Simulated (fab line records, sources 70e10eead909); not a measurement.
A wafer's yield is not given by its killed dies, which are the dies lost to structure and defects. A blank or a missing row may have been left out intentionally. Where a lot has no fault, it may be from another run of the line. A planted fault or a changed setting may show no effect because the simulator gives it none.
What tool caused it? | flow nandHarc | 23 lots, 69 wafers sampled, at 6 steps of a route of 1302

== WHAT THE GAUGES READ, wafer by wafer ==
NHARC_P_STI_INSPECT_25. Usual: rawDefectCount reads 216 (standard deviation 74).
lot  | measured     | on               | rawDefectCount | flag
L074 | day 3 23:26  | defectInspect-01 | 230 209 171    | 
L075 | day 4 12:29  | defectInspect-01 | 223 181 268    | 
L076 | day 5 00:22  | defectInspect-01 | 208 106 190    | 
L077 | day 5 08:03  | defectInspect-02 | 272 192 210    | 
L078 | day 5 23:02  | defectInspect-02 | 192 116 128    | 
L079 | day 5 23:02  | defectInspect-01 | 458 240 147    | 
L080 | day 6 19:03  | defectInspect-01 | 273 229 232    | 
L081 | day 6 23:56  | defectInspect-02 | 245 294 246    | 
L082 | day 7 11:01  | defectInspect-01 | 189 214 163    | 
L083 | day 7 18:02  | defectInspect-01 | 209 180 238    | 
L084 | day 8 10:37  | defectInspect-02 | 233 219 267    | 
L085 | day 8 16:12  | defectInspect-01 | 171 276 156    | 
L087 | day 9 08:18  | defectInspect-01 | 233 147 212    | 
L088 | day 10 02:53 | defectInspect-02 | 145 231 208    | 
L089 | day 10 02:53 | defectInspect-01 | 161 217 155    | 
L090 | day 10 13:52 | defectInspect-01 | 224 150 282    | 
L091 | day 11 00:08 | defectInspect-02 | 223 204 231    | 
L092 | day 11 14:43 | defectInspect-02 | 262 147 185    | 
L093 | day 11 19:32 | defectInspect-01 | 191 323 163    | 
L094 | day 12 09:29 | defectInspect-02 | 207 127 184    | 
L095 | day 12 17:19 | defectInspect-02 | 230 198 211    | 
L096 | day 13 03:07 | defectInspect-02 | 409 288 589    | 
L097 | day 13 17:03 | defectInspect-01 | 140 191 275    | 

NHARC_P_CONTACT_CD_MEAS_12: the cd target is 90 nm. Usual: cdNm reads 90.2 nm (standard deviation 0.66).
lot  | measured     | on       | cdNm (nm)      | flag
L074 | day 5 19:44  | cdSem-01 | 90.2 90.6 90.4 | 
L075 | day 6 09:38  | cdSem-02 | 91.3 89.2 90.7 | 
L076 | day 6 21:33  | cdSem-03 | 90.4 90.6 90.9 | 
L077 | day 7 05:02  | cdSem-03 | 89.8 90.0 90.5 | 
L078 | day 7 23:39  | cdSem-03 | 90.3 90.6 89.3 | 
L079 | day 7 23:20  | cdSem-03 | 89.2 88.8 89.4 | 
L080 | day 8 17:03  | cdSem-02 | 90.6 89.8 89.0 | 
L081 | day 8 22:52  | cdSem-03 | 90.2 89.4 89.5 | 
L082 | day 9 05:37  | cdSem-02 | 90.5 89.8 89.4 | 
L083 | day 9 15:44  | cdSem-01 | 89.9 90.7 90.3 | 
L084 | day 10 09:43 | cdSem-01 | 89.5 89.9 90.1 | 
L085 | day 10 15:04 | cdSem-01 | 91.1 90.8 90.5 | 
L087 | day 11 02:08 | cdSem-02 | 91.3 90.7 90.7 | 
L088 | day 11 22:17 | cdSem-02 | 89.9 89.7 89.2 | 
L089 | day 11 22:04 | cdSem-03 | 90.2 90.9 91.5 | 
L090 | day 12 13:51 | cdSem-03 | 90.7 90.5 90.4 | 
L091 | day 12 18:36 | cdSem-03 | 89.4 89.6 90.6 | 
L092 | day 13 14:58 | cdSem-01 | 89.3 89.4 89.9 | 
L093 | day 13 15:37 | cdSem-03 | 90.1 89.3 90.7 | 
L094 | day 14 05:35 | cdSem-02 | 92.1 91.6 91.2 | 
L095 | day 14 18:32 | cdSem-02 | 90.7 89.9 89.7 | 
L096 | day 15 03:41 | cdSem-03 | 90.0 89.8 89.5 | 
L097 | day 15 11:37 | cdSem-03 | 89.4 90.2 90.9 | 

== WHAT TOOL EACH LOT RAN ON (gives the tool, then ch and the chambers of the sampled wafers, and finally the start) ==
lot  | NHARC_P_STI_ETCH_42               | NHARC_P_GATE_ETCH_114                        | NHARC_P_GATE_DESCUM_93            | NHARC_P_GATE_RTA_64
L074 | rieDiel-05 ch 0,1,2, day 2 22:41  | rieDiel-06 ch 0,1,3, day 5 15:06 or earlier  | rieDiel-13 ch 0,1,3, day 5 15:06  | rtpAnneal-02 ch 0, day 5 16:43
L075 | rieDiel-02 ch 1,3, day 3 07:11    | rieDiel-03 ch 1,2,3, day 6 05:00 or earlier  | rieDiel-03 ch 2,3, day 6 05:00    | rtpAnneal-02 ch 0, day 6 06:40
L076 | rieDiel-12 ch 1,2, day 3 18:21    | rieDiel-03 ch 1,2,3, day 6 15:11 or earlier  | rieDiel-13 ch 0,2,3, day 6 15:11  | rtpAnneal-02 ch 0, day 6 16:58
L077 | rieDiel-02 ch 0,2,3, day 4 02:54  | rieDiel-13 ch 0,1, day 7 00:31 or earlier    | rieDiel-03 ch 1,3, day 7 00:31    | rtpAnneal-01 ch 0, day 7 02:13
L078 | rieDiel-02 ch 0,3, day 4 12:28    | rieDiel-13 ch 1,3, day 7 19:08 or earlier    | rieDiel-06 ch 0,1,3, day 7 19:08  | rtpAnneal-01 ch 0, day 7 20:49
L079 | rieDiel-05 ch 0,2,3, day 4 23:44  | rieDiel-13 ch 1,2,3, day 7 18:49 or earlier  | rieDiel-03 ch 1,2, day 7 18:49    | rtpAnneal-02 ch 0, day 7 20:28
L080 | rieDiel-12 ch 1,2,3, day 5 12:02  | rieDiel-06 ch 1,2, day 8 12:34 or earlier    | rieDiel-03 ch 0,1,2, day 8 12:34  | rtpAnneal-01 ch 0, day 8 14:13
L081 | rieDiel-05 ch 0,3, day 5 17:54    | rieDiel-03 ch 0,1,3, day 8 18:19 or earlier  | rieDiel-03 ch 1,2,3, day 8 18:19  | rtpAnneal-01 ch 0, day 8 19:58
L082 | rieDiel-02 ch 0,2, day 6 04:26    | rieDiel-03 ch 0,1,3, day 9 01:07 or earlier  | rieDiel-13 ch 0,1,2, day 9 01:07  | rtpAnneal-02 ch 0, day 9 02:50
L083 | rieDiel-05 ch 0,3, day 6 16:12    | rieDiel-13 ch 1,3, day 9 11:10 or earlier    | rieDiel-06 ch 0,3, day 9 11:10    | rtpAnneal-01 ch 0, day 9 13:02
L084 | rieDiel-02 ch 1,2,3, day 7 03:26  | rieDiel-06 ch 0,1, day 10 05:05 or earlier   | rieDiel-03 ch 0,1,3, day 10 05:05 | rtpAnneal-01 ch 0, day 10 06:45
L085 | rieDiel-05 ch 0,1,3, day 7 12:19  | rieDiel-06 ch 0,1, day 10 10:31 or earlier   | rieDiel-06 ch 0,2,3, day 10 10:31 | rtpAnneal-01 ch 0, day 10 12:10
L087 | rieDiel-02 ch 0,3, day 8 05:17    | rieDiel-06 ch 2,3, day 10 21:38 or earlier   | rieDiel-03 ch 1,2,3, day 10 21:38 | rtpAnneal-01 ch 0, day 10 23:20
L088 | rieDiel-12 ch 0,2,3, day 8 17:45  | rieDiel-13 ch 0,3, day 11 17:47 or earlier   | rieDiel-06 ch 0,3, day 11 17:47   | rtpAnneal-01 ch 0, day 11 19:28
L089 | rieDiel-12 ch 0,1,2, day 9 01:26  | rieDiel-06 ch 1,2,3, day 11 17:19 or earlier | rieDiel-13 ch 1,2,3, day 11 17:19 | rtpAnneal-02 ch 0, day 11 19:12
L090 | rieDiel-05 ch 0,1,2, day 9 11:53  | rieDiel-13 ch 0,1,2, day 12 09:07 or earlier | rieDiel-13 ch 1,2, day 12 09:07   | rtpAnneal-02 ch 0, day 12 10:46
L091 | rieDiel-12 ch 0,2, day 9 21:17    | rieDiel-06 ch 2,3, day 12 14:06 or earlier   | rieDiel-06 ch 0,2, day 12 14:06   | rtpAnneal-02 ch 0, day 12 15:46
L092 | rieDiel-05 ch 2,3, day 10 10:15   | rieDiel-13 ch 0,3, day 13 10:30 or earlier   | rieDiel-03 ch 0,2,3, day 13 10:30 | rtpAnneal-02 ch 0, day 13 12:06
L093 | rieDiel-02 ch 0,3, day 10 17:16   | rieDiel-13 ch 1,2,3, day 13 11:13 or earlier | rieDiel-13 ch 1,3, day 13 11:13   | rtpAnneal-01 ch 0, day 13 12:52
L094 | rieDiel-02 ch 0,1,3, day 11 05:13 | rieDiel-03 ch 1,3, day 14 00:58 or earlier   | rieDiel-03 ch 0,2, day 14 00:58   | rtpAnneal-01 ch 0, day 14 02:40
L095 | rieDiel-05 ch 0,1,2, day 11 13:49 | rieDiel-13 ch 0,1,2, day 14 13:53 or earlier | rieDiel-06 ch 1,2, day 14 13:53   | rtpAnneal-01 ch 0, day 14 15:36
L096 | rieDiel-05 ch 2,3, day 12 01:06   | rieDiel-06 ch 0,1, day 14 22:54 or earlier   | rieDiel-13 ch 0,1, day 14 22:54   | rtpAnneal-01 ch 0, day 15 00:35
L097 | rieDiel-05 ch 2,3, day 12 12:06   | rieDiel-06 ch 0,1,2, day 15 07:02 or earlier | rieDiel-06 ch 0,3, day 15 07:02   | rtpAnneal-02 ch 0, day 15 08:41
- NHARC_P_STI_ETCH_42: etches the open film in N2/H2, target depth 80 nm, overetch 24 nm, time 61 s.
- NHARC_P_GATE_ETCH_114: etches the open film in CF4/O2, target depth 30 nm, overetch 3 nm, time 16.5 s.
- NHARC_P_GATE_DESCUM_93: chemistry O2, time 3 s.
- NHARC_P_GATE_RTA_64: time 1 s.

== AS READ BY THE TOOLS THEMSELVES (means over the sampled wafers that have a number; for cases with no such wafer, the mark the record gives instead) ==
NHARC_P_STI_ETCH_42. Usual: drypumpMotorCurrentA 5.7 A, standard deviation 0.49; oesProductAu 0.998 a.u., standard deviation 0.0076; rfFwdPowerW 395.9 W, standard deviation 1.6; rfVppV 431 V, standard deviation 3; showerheadPlenumPTorr 2.07 Torr, standard deviation 0.1; throttleValvePct 14.170 %, standard deviation 0.0098.
lot  | tool       | drypumpMotorCurrentA (A) | oesProductAu (a.u.) | rfFwdPowerW (W) | rfVppV (V) | showerheadPlenumPTorr (Torr) | throttleValvePct (%) | flag
L074 | rieDiel-05 | 5.8                      | 1.006               | 397.1           | 432        | 2.11                         | 14.166               | 
L075 | rieDiel-02 | 5.1                      | 0.994               | 396.9           | 429        | 1.99                         | 14.178               | 
L076 | rieDiel-12 | 5.9                      | 0.993               | 395.2           | 431        | 2.05                         | 14.168               | 
L077 | rieDiel-02 | 5.4                      | 0.999               | 397.3           | 433        | 2.15                         | 14.172               | 
L078 | rieDiel-02 | 5.5                      | 0.993               | 397.3           | 433        | 2.19                         | 14.169               | 
L079 | rieDiel-05 | 5.8                      | 0.993               | 395.8           | 430        | 2.05                         | 14.168               | 
L080 | rieDiel-12 | 5.7                      | 1.000               | 395.6           | 433        | 2.10                         | 14.162               | 
L081 | rieDiel-05 | 5.6                      | 0.994               | 394.3           | 430        | 2.04                         | 14.173               | 
L082 | rieDiel-02 | 5.6                      | 0.995               | 397.2           | 434        | 2.17                         | 14.176               | 
L083 | rieDiel-05 | 6.0                      | 0.994               | 394.7           | 428        | 1.96                         | 14.164               | 
L084 | rieDiel-02 | 5.1                      | 1.009               | 395.5           | 431        | 2.04                         | 14.179               | 
L085 | rieDiel-05 | 6.0                      | 0.990               | 395.4           | 430        | 2.02                         | 14.171               | 
L087 | rieDiel-02 | 5.3                      | 1.007               | 397.0           | 434        | 2.15                         | 14.179               | 
L088 | rieDiel-12 | 5.6                      | 0.996               | 396.5           | 431        | 2.08                         | 14.169               | 
L089 | rieDiel-12 | 6.0                      | 1.000               | 394.3           | 432        | 2.09                         | 14.173               | 
L090 | rieDiel-05 | 5.8                      | 0.996               | 395.7           | 432        | 2.10                         | 14.176               | 
L091 | rieDiel-12 | 5.9                      | 0.990               | 396.4           | 430        | 2.07                         | 14.179               | 
L092 | rieDiel-05 | 6.1                      | 0.991               | 395.5           | 428        | 1.97                         | 14.175               | 
L093 | rieDiel-02 | 5.3                      | 1.009               | 396.6           | 435        | 2.15                         | 14.173               | 
L094 | rieDiel-02 | 5.3                      | 1.008               | 396.1           | 431        | 2.08                         | 14.166               | 
L095 | rieDiel-05 | 5.8                      | 0.998               | 395.5           | 432        | 2.10                         | 14.180               | 
L096 | rieDiel-05 | 6.1                      | 0.995               | 395.8           | 428        | 1.97                         | 14.173               | 
L097 | rieDiel-05 | 6.2                      | 1.001               | 393.3           | 428        | 1.97                         | 14.168               | 

NHARC_P_GATE_ETCH_114. Usual: drypumpMotorCurrentA 5.4 A (standard deviation 0.47); o2FlowSccm 20.00 sccm (standard deviation 0.054); oesProductAu 0.999 a.u. (standard deviation 0.0098); rfFwdPowerW 294.3 W (standard deviation 2.1); rfVppV 197.6 V (standard deviation 1.5); showerheadPlenumPTorr 1.32 Torr (standard deviation 0.063); throttleValvePct 13.397 % (standard deviation 0.0093).
lot  | tool       | drypumpMotorCurrentA (A) | o2FlowSccm (sccm) | oesProductAu (a.u.) | rfFwdPowerW (W) | rfVppV (V) | showerheadPlenumPTorr (Torr) | throttleValvePct (%) | flag
L074 | rieDiel-06 | 5.9                      | 20.02             | 1.010               | 296.1           | 197.0      | 1.29                         | 13.402               | 
L075 | rieDiel-03 | 5.0                      | 19.99             | 1.005               | 293.9           | 198.6      | 1.36                         | 13.400               | 
L076 | rieDiel-03 | 5.0                      | 19.98             | 1.003               | 294.5           | 198.5      | 1.36                         | 13.397               | 
L077 | rieDiel-13 | 5.0                      | 19.97             | 1.006               | 292.2           | 197.2      | 1.27                         | 13.399               | 
L078 | rieDiel-13 | 5.0                      | 19.99             | 0.997               | 293.7           | 197.6      | 1.31                         | 13.398               | 
L079 | rieDiel-13 | 5.0                      | 20.00             | 0.997               | 293.5           | 198.5      | 1.34                         | 13.384               | 
L080 | rieDiel-06 | 5.4                      | 20.02             | 0.998               | 294.5           | 196.5      | 1.27                         | 13.396               | 
L081 | rieDiel-03 | 5.0                      | 20.04             | 0.998               | 293.8           | 198.1      | 1.36                         | 13.385               | 
L082 | rieDiel-03 | 5.0                      | 20.02             | 1.002               | 293.1           | 198.5      | 1.36                         | 13.397               | 
L083 | rieDiel-13 | 5.2                      | 20.08             | 0.988               | 294.9           | 198.4      | 1.36                         | 13.404               | 
L084 | rieDiel-06 | 5.6                      | 20.08             | 1.006               | 296.9           | 196.1      | 1.29                         | 13.398               | 
L085 | rieDiel-06 | 5.5                      | 19.98             | 0.997               | 297.1           | 197.3      | 1.29                         | 13.390               | 
L087 | rieDiel-06 | 5.7                      | 19.96             | 0.992               | 293.7           | 196.5      | 1.27                         | 13.399               | 
L088 | rieDiel-13 | 5.6                      | 20.00             | 0.994               | 294.1           | 198.7      | 1.39                         | 13.389               | 
L089 | rieDiel-06 | 5.8                      | 19.96             | 1.004               | 295.2           | 196.6      | 1.26                         | 13.389               | 
L090 | rieDiel-13 | 5.1                      | 19.99             | 0.997               | 293.6           | 198.0      | 1.31                         | 13.389               | 
L091 | rieDiel-06 | 6.2                      | 20.03             | 0.995               | 295.4           | 196.1      | 1.26                         | 13.411               | 
L092 | rieDiel-13 | 5.6                      | 19.98             | 0.996               | 295.0           | 198.9      | 1.38                         | 13.388               | 
L093 | rieDiel-13 | 5.0                      | 20.01             | 0.993               | 293.2           | 197.6      | 1.34                         | 13.400               | 
L094 | rieDiel-03 | 5.0                      | 20.00             | 0.999               | 292.8           | 198.3      | 1.32                         | 13.399               | 
L095 | rieDiel-13 | 5.1                      | 20.04             | 0.994               | 293.3           | 197.1      | 1.31                         | 13.404               | 
L096 | rieDiel-06 | 5.6                      | 19.93             | 0.988               | 297.6           | 197.4      | 1.32                         | 13.401               | 
L097 | rieDiel-06 | 5.4                      | 19.98             | 0.987               | 294.2           | 196.6      | 1.29                         | 13.392               | 

NHARC_P_GATE_DESCUM_93. Usual: drypumpMotorCurrentA 5.3 A, standard deviation 0.46; o2FlowSccm 200.0 sccm, standard deviation 0.63; oesProductAu 0.997 a.u., standard deviation 0.0091; rfVppV 58.0 V, standard deviation 0.93; showerheadPlenumPTorr 1.92 Torr, standard deviation 0.094; throttleValvePct 11.310 %, standard deviation 0.0095.
lot  | tool       | drypumpMotorCurrentA (A) | o2FlowSccm (sccm) | oesProductAu (a.u.) | rfVppV (V) | showerheadPlenumPTorr (Torr) | throttleValvePct (%) | flag
L074 | rieDiel-13 | 5.3                      | 200.6             | 0.995               | 57.9       | 1.91                         | 11.305               | 
L075 | rieDiel-03 | 5.0                      | 200.1             | 1.004               | 58.2       | 2.01                         | 11.317               | 
L076 | rieDiel-13 | 5.4                      | 199.9             | 0.998               | 57.8       | 1.96                         | 11.309               | 
L077 | rieDiel-03 | 5.0                      | 199.3             | 0.997               | 58.0       | 1.92                         | 11.300               | 
L078 | rieDiel-06 | 5.9                      | 200.3             | 1.007               | 57.6       | 1.84                         | 11.306               | 
L079 | rieDiel-03 | 5.1                      | 200.6             | 1.005               | 59.0       | 1.99                         | 11.319               | 
L080 | rieDiel-03 | 5.1                      | 199.7             | 0.996               | 58.4       | 1.98                         | 11.307               | 
L081 | rieDiel-03 | 5.0                      | 199.8             | 0.999               | 57.9       | 1.95                         | 11.316               | 
L082 | rieDiel-13 | 5.1                      | 199.8             | 1.000               | 57.4       | 1.88                         | 11.303               | 
L083 | rieDiel-06 | 5.9                      | 200.4             | 1.005               | 57.8       | 1.90                         | 11.308               | 
L084 | rieDiel-03 | 5.0                      | 200.1             | 1.000               | 58.5       | 1.94                         | 11.313               | 
L085 | rieDiel-06 | 5.8                      | 199.9             | 1.003               | 57.5       | 1.86                         | 11.311               | 
L087 | rieDiel-03 | 5.1                      | 200.0             | 0.987               | 58.2       | 1.95                         | 11.304               | 
L088 | rieDiel-06 | 6.2                      | 200.0             | 1.000               | 58.1       | 1.85                         | 11.311               | 
L089 | rieDiel-13 | 5.0                      | 200.2             | 0.994               | 58.1       | 1.93                         | 11.305               | 
L090 | rieDiel-13 | 4.8                      | 200.2             | 0.996               | 57.2       | 1.84                         | 11.309               | 
L091 | rieDiel-06 | 5.5                      | 200.2             | 0.984               | 59.1       | 1.92                         | 11.303               | 
L092 | rieDiel-03 | 5.1                      | 200.0             | 0.999               | 57.8       | 2.00                         | 11.316               | 
L093 | rieDiel-13 | 5.2                      | 199.9             | 0.984               | 58.4       | 1.95                         | 11.303               | 
L094 | rieDiel-03 | 5.2                      | 199.6             | 1.000               | 58.7       | 2.03                         | 11.317               | 
L095 | rieDiel-06 | 5.4                      | 200.6             | 0.989               | 58.1       | 1.80                         | 11.320               | 
L096 | rieDiel-13 | 5.0                      | 199.6             | 1.000               | 56.9       | 1.82                         | 11.316               | 
L097 | rieDiel-06 | 6.3                      | 200.1             | 0.994               | 57.3       | 1.85                         | 11.309               | 

NHARC_P_GATE_RTA_64. Usual: lampPowerPct 31.5 %, standard deviation 0.35; lamp_zone_3_pct 31.5 %, standard deviation 0.35; wafer_temp_C_max 1058.2, standard deviation 1.3.
lot  | tool         | lampPowerPct (%) | lamp_zone_3_pct (%) | wafer_temp_C_max | flag
L074 | rtpAnneal-02 | 31.1             | 31.1                | 1058.3           | 
L075 | rtpAnneal-02 | 31.1             | 31.1                | 1057.4           | 
L076 | rtpAnneal-02 | 31.1             | 31.0                | 1059.1           | 
L077 | rtpAnneal-01 | 31.8             | 31.8                | 1058.0           | 
L078 | rtpAnneal-01 | 31.8             | 31.8                | 1058.9           | 
L079 | rtpAnneal-02 | 31.1             | 31.1                | 1058.5           | 
L080 | rtpAnneal-01 | 31.8             | 31.8                | 1057.6           | 
L081 | rtpAnneal-01 | 31.8             | 31.8                | 1058.6           | 
L082 | rtpAnneal-02 | 31.1             | 31.1                | 1058.1           | 
L083 | rtpAnneal-01 | 31.8             | 31.8                | 1058.5           | 
L084 | rtpAnneal-01 | 31.8             | 31.8                | 1059.2           | 
L085 | rtpAnneal-01 | 31.8             | 31.8                | 1059.0           | 
L087 | rtpAnneal-01 | 31.8             | 31.8                | 1058.0           | 
L088 | rtpAnneal-01 | 31.8             | 31.8                | 1058.0           | 
L089 | rtpAnneal-02 | 31.1             | 31.1                | 1057.7           | 
L090 | rtpAnneal-02 | 31.1             | 31.1                | 1056.7           | 
L091 | rtpAnneal-02 | 31.1             | 31.1                | 1058.3           | 
L092 | rtpAnneal-02 | 31.1             | 31.1                | 1057.7           | 
L093 | rtpAnneal-01 | 31.8             | 31.8                | 1057.4           | 
L094 | rtpAnneal-01 | 31.8             | 31.8                | 1057.2           | 
L095 | rtpAnneal-01 | 31.8             | 31.8                | 1059.4           | 
L096 | rtpAnneal-01 | 31.8             | 31.8                | 1057.5           | 
L097 | rtpAnneal-02 | 31.1             | 31.1                | 1058.4           | 

== THE ANSWER, worked out from the rows above alone ==
Rule: a lot is off if the mean of its wafers that have a number lies more than 3 standard deviations from the usual mean. A lot without any number at a reading at which 4 lots or more have one is off too. Any other lot the step has rows for is counted as sound. After the gauges, taken in route order, come the tools' own readings; for these a lot's mean is taken, as printed above. The first step at which some lot is off is used, and at that step the reading that is off furthest; a lot without a number counts as furthest.
Nothing can be told from this: no lot is off at any reading shown.

== WHAT THE SIMULATOR HAD INSERTED ==
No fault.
